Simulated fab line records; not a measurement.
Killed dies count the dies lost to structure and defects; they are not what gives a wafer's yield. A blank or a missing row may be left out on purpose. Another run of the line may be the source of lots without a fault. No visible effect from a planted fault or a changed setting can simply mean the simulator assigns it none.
Struck lot and sound lot, side by side :: flow n5 finfet :: 13 steps out of a route of 1938
Sound: the wafers L339.1, L339.4, L339.5. The struck wafers were L343.1, L343.2, L343.3. The cause is given at the end.
At each step with rows: each side's tool, then ch and its chambers, then its first start. Under that, the readings that differ: sound wafers :: struck wafers :: difference of the means :: sigmas: that difference in standard deviations of wafers without a fault.
alike: readings whose means differ by less than 2 such deviations, and words and numbers that are the same on both sides. not compared: withheld readings, readings that some wafer has no value for, bounds like >300 that may hide the same value, and numbers for which the record gives no deviation and whose values overlap.
Wherever a step has rows on one side only, a row that says differs or no value, or a row with sigmas, the two part there. Numbers that have no deviation but don't overlap get no sigmas and don't part them. A reading that every wafer of one side lacks parts them only if that side has two wafers or more.

first, 9 steps without rows for these wafers: N5_BEOL_M4_DEVELOP_27 (develop time 30 s); N5_BEOL_M4_DESCUM_33 (chemistry O2, time 7 s); N5_BEOL_M4_ETCH_77 (etches underlayer in N2/H2, target depth 6.5 nm, time 5.2 s); N5_BEOL_M4_ETCH_69 (etches SiARC in CF4, target depth 15.6 nm, time 26 s); N5_BEOL_M4_ALD_98 (deposits SiO2, target thk 2.5 nm, pulse time 1 s, co reactant pulse time 1 s); N5_BEOL_M4_ETCHBACK_99 (etches SiO2 in CHF3, target depth 5 nm, time 10.4 s); N5_BEOL_M4_ETCH_70 (etches SOC in N2/H2, target depth 80 nm, overetch 24 nm, time 130 s); N5_BEOL_M4_STRIP_71 (strips in N2/H2); N5_BEOL_M4_STRIP_78 (strips in N2/H2).
N5_BEOL_M4_VIA_ETCH_34: etches the open film in C4F6/O2, target depth 69.4 nm, time 65.9 s.
  sound on rie diel-04 ch 0,1,2, day 10 23:59; struck on rie diel-04 ch 1,2,3, day 12 03:04
reading: model.etch.depth nm (nm)
sound: 70.54 71.21 69.09
struck: 58.38 60.07 57.99
difference: -11.47
sigmas: 

reading: model.SOC_of_BEOL_M4_COAT_67.thk nm (nm)
sound: 52 52.2 52.2
struck: 53 52.8 53.4
difference: +1
sigmas: 
  alike: drypump motor current A, oes_f_703_au, oes product au, rf vpp V, showerhead plenum p Torr, throttle valve pct
  not compared: rf hours counter h
then, 1 step without rows for these wafers: N5_BEOL_M4_STRIP_83 (strips in C4F6/O2).
N5_BEOL_M4_RC_MEAS_101:
  sound on prober-01 ch 0, day 11 06:19; struck on prober-02 ch 0, day 12 07:26
  alike: DIBL_N, DIBL_P, IOFF_N, IOFF_P, ION_N, ION_P, SS_N, SS_P, VT_N, VT_P
-- the record jumps here: 4 days lie between the struck wafers' starts before and after (it left off in module BEOL_M4 and takes up again in module PASSIVATION, whose first step shown is number 1936 of the route) --
N5_PASSIVATION_PROBE_49:
  sound on prober-02, day 15 17:47; struck on prober-02, day 16 16:29
  alike: defect limited yield, killed_at_M0_to_M3, killed_at_M4_up, killed at contacts, killed at front end, killed at other, killed dies, killed open, killed short, sort_bin_5_function, sort_bin_6_memory, sort_bin_8_speed, sort n pass, sort yield pct

== WHERE THEY PART ==
Nowhere in this record.

WHY: whatever the simulator had introduced
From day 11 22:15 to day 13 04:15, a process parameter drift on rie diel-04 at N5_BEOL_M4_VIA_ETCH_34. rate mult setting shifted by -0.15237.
